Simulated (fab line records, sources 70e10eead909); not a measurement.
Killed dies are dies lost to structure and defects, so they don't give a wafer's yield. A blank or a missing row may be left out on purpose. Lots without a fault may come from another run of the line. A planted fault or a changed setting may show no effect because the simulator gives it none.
One fault seen from 3 desks | flow nand_harc | each desk has only its own numbers; what lay behind them comes last

THE METROLOGY DESK
What the gauges read, lot by lot, whatever tool the lot ran on: means of the sampled wafers that have a number. A lot is out of limits, marked OUT, if its mean lies more than 4 standard deviations from the usual mean; the brackets give that distance.
Columns: A = overlay_x_nm at NHARC_A_BLC_OVL_MEAS_11, usual 0.0 nm; B = overlay_y_nm at NHARC_A_BLC_OVL_MEAS_11, usual -0.5 nm; C = cd_nm at NHARC_A_BLC_CD_MEAS_19, usual 101.3 nm; D = cd_nm at NHARC_A_M0_CD_MEAS_09, usual 79.6 nm; E = overlay_x_nm at NHARC_A_M0_OVL_MEAS_10, usual -0.2 nm; F = overlay_y_nm at NHARC_A_M0_OVL_MEAS_10, usual 0.0 nm; G = cd_nm at NHARC_A_M0_CD_MEAS_16, usual 79.6 nm
lot  | first seen here | A    | B    | C     | D    | E    | F    | G
L381 | day 22 18:32    | -1.1 | 0.3  | 102.1 | 78.8 | 0.2  | 0.9  | 79.3
L388 | day 25 10:26    | -0.6 | -1.0 | 102.7 | 79.1 | -0.9 | -1.1 | 79.0
L389 | day 26 13:34    | -0.8 | -0.5 | 102.2 | 79.3 | -0.8 | -0.2 | 79.3
L397 | day 29 18:21    | -0.1 | 0.5  | 98.6  | 80.7 | -0.1 | -0.8 | 80.4
L402 | day 31 14:37    | 0.0  | 0.3  | 101.2 | 79.9 | 0.1  | 0.7  | 79.9
L404 | day 32 01:39    | 1.2  | 0.5  | 98.9  | 79.6 | 0.7  | -1.4 | 79.8
This desk's finding: nothing out of limits on any of the 6 lots.

THE TOOL OWNER'S DESK: pvd_sputter-02
The tool's own readings at NHARC_A_BLC_PVD_32 (deposits Ti, target thk 5 nm, time 17.7 s): means of the sampled wafers that have a number, for each lot that ran on this tool. A lot is out of limits, marked OUT, if its mean lies more than 4 standard deviations from the usual mean; the brackets give that distance.
Columns: A = throttle_valve_pct at NHARC_A_BLC_PVD_32, usual 30.4 %
lot  | first seen here | A
L381 | day 22 20:20    | 30.8
L388 | day 25 12:14    | 30.8
L389 | day 26 15:23    | 31.1
L397 | day 29 20:09    | 30.4
L402 | day 31 16:25    | 31.0
This desk's finding: nothing out of limits on any of the 5 lots.

THE DEFECT DESK
What the inspections along the route counted, lot by lot: means of the sampled wafers that have a number. A lot is out of limits, marked OUT, if its mean lies more than 4 standard deviations from the usual mean; the brackets give that distance.
Columns: A = raw_defect_count at NHARC_A_BLC_INSPECT_12, usual 85; B = raw_defect_count at NHARC_A_BLC_INSPECT_28, usual 502; C = raw_defect_count at NHARC_A_M0_INSPECT_11, usual 85
lot  | first seen here | A   | B   | C
L381 | day 22 18:35    | 139 | 589 | 142
L388 | day 25 10:28    | 84  | 476 | 82
L389 | day 26 13:36    | 93  | 446 | 88
L397 | day 29 18:23    | 115 | 545 | 115
L402 | day 31 14:39    | 63  | 534 | 61
L404 | day 32 01:41    | 27  | 537 | 26
This desk's finding: nothing out of limits on any of the 6 lots.

PUT TOGETHER
The metrology desk saw nothing out of limits.
The tool owner's desk saw nothing out of limits.
The defect desk saw nothing out of limits.

WHAT THE SIMULATOR HAD PUT IN
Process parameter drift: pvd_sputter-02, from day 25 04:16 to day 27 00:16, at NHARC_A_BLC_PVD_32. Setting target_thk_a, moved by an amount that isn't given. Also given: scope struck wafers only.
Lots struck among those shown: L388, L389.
